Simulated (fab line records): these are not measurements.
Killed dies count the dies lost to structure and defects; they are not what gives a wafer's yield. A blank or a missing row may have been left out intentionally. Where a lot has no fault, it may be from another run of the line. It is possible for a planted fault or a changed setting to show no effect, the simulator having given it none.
8D (eight disciplines) problem report, filled in by code :: flow n5 finfet :: the parts of the form that need people (team, actions taken, sign-off) are left out

== 1. WHAT WENT WRONG ==
Wafers without a fault read 1500.0 rpm, standard deviation 0.96; spin speed rpm at N5_BEOL_M9_COAT_60 reads a mean of 1591.5 rpm on 6 wafers belonging to 2 lots. That puts it +95 standard deviations away from the usual mean.
The step: time 60 s, resist thk 30 nm.
The first sign was on wafer L621.2 at day 14 11:13, on litho track-04. The record has a number at this step for 36 wafers belonging to 12 lots. The rule behind "out" and "out of limits": a value lying over 4 standard deviations away from the usual mean. Any other wafer with a number is counted as sound.

== 2. WHAT IT IS, AND WHAT IT ISN'T ==
question: which readings at this step
is: spin speed rpm
is not: -

question: which lots
is: L621, L623
is not: L604, L607, L608, L613, L614, L615, L616, L617, L618, L627

question: which wafers of those lots
is: all that have a number
is not: -

question: read on which tools
is: litho track-04
is not: litho track-01, litho track-03

question: when
is: from day 14 11:13
is not: up to then (27 sound wafers); but 3 sound wafers of L627 came after

== 3. SUSPECTS, AND WHAT RULES EACH OUT ==
Counting: any tool at a process step up to the reading is kept as a suspect provided that every lot that is out went through it and no sound lot did after the first of them.
- litho track-04 at N5_BEOL_M9_COAT_60 (time 60 s, resist thk 30 nm): kept. It processed each lot that is out, first L621 at day 14 11:13, and no sound lot thereafter; up to then, the last sound lot it processed was L618 at day 12 21:40. Out on those wafers are its own readings of spin speed rpm.
Remaining after the count: litho track-04 at N5_BEOL_M9_COAT_60.

== 4. THE CAUSE (what the simulator had put in) ==
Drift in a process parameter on litho track-04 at N5_BEOL_M9_COAT_60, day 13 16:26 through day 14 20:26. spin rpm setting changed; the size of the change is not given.
Counting left only this tool.

== 5. SEQUENCE OF EFFECTS, ordered by route ==
Rows list readings where the struck wafers' mean (over those with a number) sits beyond 3 standard deviations from the usual. Only readings whose record carries a usual standard deviation are examined. hours: median over the lots of the time between each lot's start at the first step of this table that gives one and its start at this step. sigmas: the change, counted in usual standard deviations.
hours: 0
step: N5_BEOL_M9_COAT_60
reading: spin speed rpm
usual: 1500.0 rpm
on struck wafers: 1591.5
change: +91.5
sigmas: +95
Its process steps:
- N5_BEOL_M9_COAT_60: time 60 s, resist thk 30 nm.

== 6. HOW IT WOULD HAVE BEEN CAUGHT EARLIER ==
In this record no reading fell out of limits until day 14 11:13, 19 hours after the fault had begun at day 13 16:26.
